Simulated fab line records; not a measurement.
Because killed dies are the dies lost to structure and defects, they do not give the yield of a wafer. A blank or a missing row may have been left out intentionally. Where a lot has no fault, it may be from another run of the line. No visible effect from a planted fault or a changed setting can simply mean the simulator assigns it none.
Chamber matching ; flow nand harc ; NHARC_A_STAIRCASE_DEP_322 on pecvd-03: 3 sister chambers
The step deposits SiO2, target thk 3800 nm. 14 wafers are shown with their chamber, then 7 later ones without.

WAFERS, EACH WITH ITS CHAMBER
wafer;chamber;heater power w (W);heater power outer w (W);mfc precursor sccm (sccm)
L074.2;1;691;389;200.5
L074.4;0;690;401;200.2
L074.5;2;535;312;198.9
L079.4;0;693;401;199.8
L079.5;2;543;324;200.0
L079.6;1;663;343;200.0
L085.1;2;562;346;199.5
L085.2;1;764;429;199.8
L085.6;2;556;336;200.1
L084.1;1;678;370;200.2
L084.2;0;803;488;199.6
L084.3;2;688;424;199.4
L088.1;2;547;335;198.8
L088.2;1;783;440;198.8

SIGNATURES (means of the wafers above)
reading;chamber 0;chamber 1;chamber 2;scatter within a chamber
heater power w;728.67;715.80;571.83;57.7
heater power outer w;430.00;394.20;346.17;42.1
mfc precursor sccm;199.867;199.860;199.450;0.549
Rule: a wafer lies at a distance from a chamber equal to the root of the sum of squares, over the readings, of (its reading less the chamber's mean, divided by the reading's scatter). If the next closest chamber is less than 2 further off than the closest, the wafer can't be placed; otherwise it belongs to the closest. The scatter is the square root of a quotient: the sum, over the shown wafers, of each reading's squared deviation from its chamber's mean, divided by wafers minus chambers.

WAFERS MISSING THEIR CHAMBER
wafer;heater power w (W);heater power outer w (W);mfc precursor sccm (sccm)
L088.4;665;349;199.8
L090.2;671;424;200.1
L090.3;818;526;200.6
L090.4;653;345;199.2
L096.1;841;523;199.6
L096.3;764;442;200.5
L096.4;699;398;200.6

EACH ONE'S CHAMBER
wafer;from the rows above;in truth
L088.4;can't be placed: 1 or 2 or 0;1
L090.2;can't be placed: 0 or 1 or 2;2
L090.3;can't be placed: 0 or 1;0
L090.4;can't be placed: 2 or 1 or 0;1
L096.1;can't be placed: 0 or 1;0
L096.3;can't be placed: 0 or 1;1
L096.4;can't be placed: 1 or 0 or 2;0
Correct placement for 0 of the 7. Unplaceable from these rows: 7, with the true chamber sitting among the candidates in 7. Wrongly placed: 0.
